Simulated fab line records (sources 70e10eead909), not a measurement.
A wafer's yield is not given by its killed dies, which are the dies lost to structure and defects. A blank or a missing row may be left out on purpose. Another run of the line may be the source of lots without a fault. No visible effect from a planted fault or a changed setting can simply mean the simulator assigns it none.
8D (eight disciplines) problem report, filled in by code | flow nandHarc | the parts of the form that need people (team, actions taken, sign-off) are left out

## 1. WHAT WENT WRONG
killedAtArray at NHARC_END_SORT_01 reads a mean of 670 on 3 wafers of 2 lots; wafers without a fault read 44 with a standard deviation of 16. Relative to the usual mean, that is a shift of +39 standard deviations.
First seen on wafer L428.1, day 30 08:07, on prober-02. At this step, 18 wafers from 6 lots have a number in the record. Rule for "out", or "out of limits": more than 4 standard deviations from the usual mean. The other wafers with a number count as sound.

## 2. WHAT IT IS AND WHAT IT IS NOT
question                    | is                        | is not
which readings at this step | killedAtArray, killedDies | killedAtOther, killedOpen, killedShort
which lots                  | L428, L432                | L417, L423, L427, L433
which wafers of those lots  | L428.1, L428.5, L432.3    | L428.4, L432.1, L432.6
read on which gauges        | prober-01, prober-02      | -
when                        | from day 30 08:07         | up to then (9 sound wafers); but 6 sound wafers of L428, L432, L433 came after

## 3. THE SUSPECTS, EACH WITH WHAT RULES IT OUT
Counting: any tool at a process step up to the reading remains a suspect provided it ran every lot that is out. Sound lots after the first of them don't rule it out here, since some wafers of a struck lot are sound.
- the gauge at NHARC_END_SORT_01: ruled out. Those wafers that are out were read across 2 gauges (prober-01, prober-02).
- rieDiel-10 at NHARC_A_STAIRCASE_ETCH_292 (etches the open film in CF4/CHF3): kept. It processed each lot that is out (first: L428, day 22 21:04); up to then, its last sound lot is L427 (day 22 07:07).
- rieDiel-10 at NHARC_A_STAIRCASE_HM_OPEN_460 (chemistry O2/COS): kept. It processed each lot that is out (first: L428, day 23 06:28); up to then, its last sound lot is L427 (day 22 16:37). With no start given for some of its lots, NHARC_A_STAIRCASE_HM_OPEN_460 uses the hours and lot order of NHARC_A_STAIRCASE_ETCHBACK_416.
- rieDiel-10 at NHARC_A_STAIRCASE_ETCH_294 (etches the open film in C4F8/O2/Ar, target depth 4989 nm, time 1211.6 s): kept. It processed each lot that is out (first: L428, day 23 06:28); up to then, its last sound lot is L427 (day 22 16:37). With no start given for some of its lots, NHARC_A_STAIRCASE_ETCH_294 uses the hours and lot order of NHARC_A_STAIRCASE_ETCHBACK_416.
- rieDiel-10 at NHARC_A_STAIRCASE_ETCHBACK_416 (etches the open film in C4F8/O2/Ar, target depth 36 nm, time 7.2 s): kept. It ran every lot that is out, first L428 (day 23 06:28). Its own oesProductAu readings are out on those wafers.
- The sound lot-mates ran in chamber 3 of rieDiel-10 at NHARC_A_STAIRCASE_ETCHBACK_416, but the wafers that are out ran in chamber 0.
Left after counting: rieDiel-10 at NHARC_A_STAIRCASE_ETCH_292, rieDiel-10 at NHARC_A_STAIRCASE_HM_OPEN_460, rieDiel-10 at NHARC_A_STAIRCASE_ETCH_294, rieDiel-10 at NHARC_A_STAIRCASE_ETCHBACK_416.

## 4. THE CAUSE (what the simulator had put in)
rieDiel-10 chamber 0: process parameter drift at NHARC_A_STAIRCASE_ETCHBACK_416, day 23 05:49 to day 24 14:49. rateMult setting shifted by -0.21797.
4 suspects survive the count, and this tool is in that group.

## 5. THE CHAIN OF EFFECTS, in route order
Rows list readings where the struck wafers' mean (over those with a number) sits beyond 3 standard deviations from the usual. Scope: only readings with a usual standard deviation given in the record; hours: median across lots of the time from each lot's start at the first step in this table that gives one to its start at this step; sigmas: change in usual standard deviations.
hours | step                           | reading       | usual      | on struck wafers | change | sigmas
0     | NHARC_A_STAIRCASE_ETCHBACK_416 | oesProductAu  | 0.933 a.u. | 0.813            | -0.120 | -5.5
176   | NHARC_END_SORT_01              | killedAtArray | 44         | 670              | +626   | +39
176   | NHARC_END_SORT_01              | killedDies    | 48         | 677              | +629   | +39
Process steps it contains:
- NHARC_A_STAIRCASE_ETCHBACK_416: etches the open film in C4F8/O2/Ar, target depth 36 nm, time 7.2 s.

## 6. HOW IT WOULD HAVE BEEN CAUGHT EARLIER
170 hours passed between the start of the fault at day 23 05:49 and the first reading out of limits at a measuring or inspecting step in this record, taken at day 30 08:07.
Tool's own readings at NHARC_A_STAIRCASE_ETCHBACK_416, oesProductAu: out on all struck wafers the step has rows for; an alarm limit on them would have tripped on the first.
By day 30 08:07 the whole set of lots that are out, 2 in number, had already begun NHARC_A_STAIRCASE_ETCHBACK_416 on rieDiel-10. Holding the tool at that point would not have protected any of them.
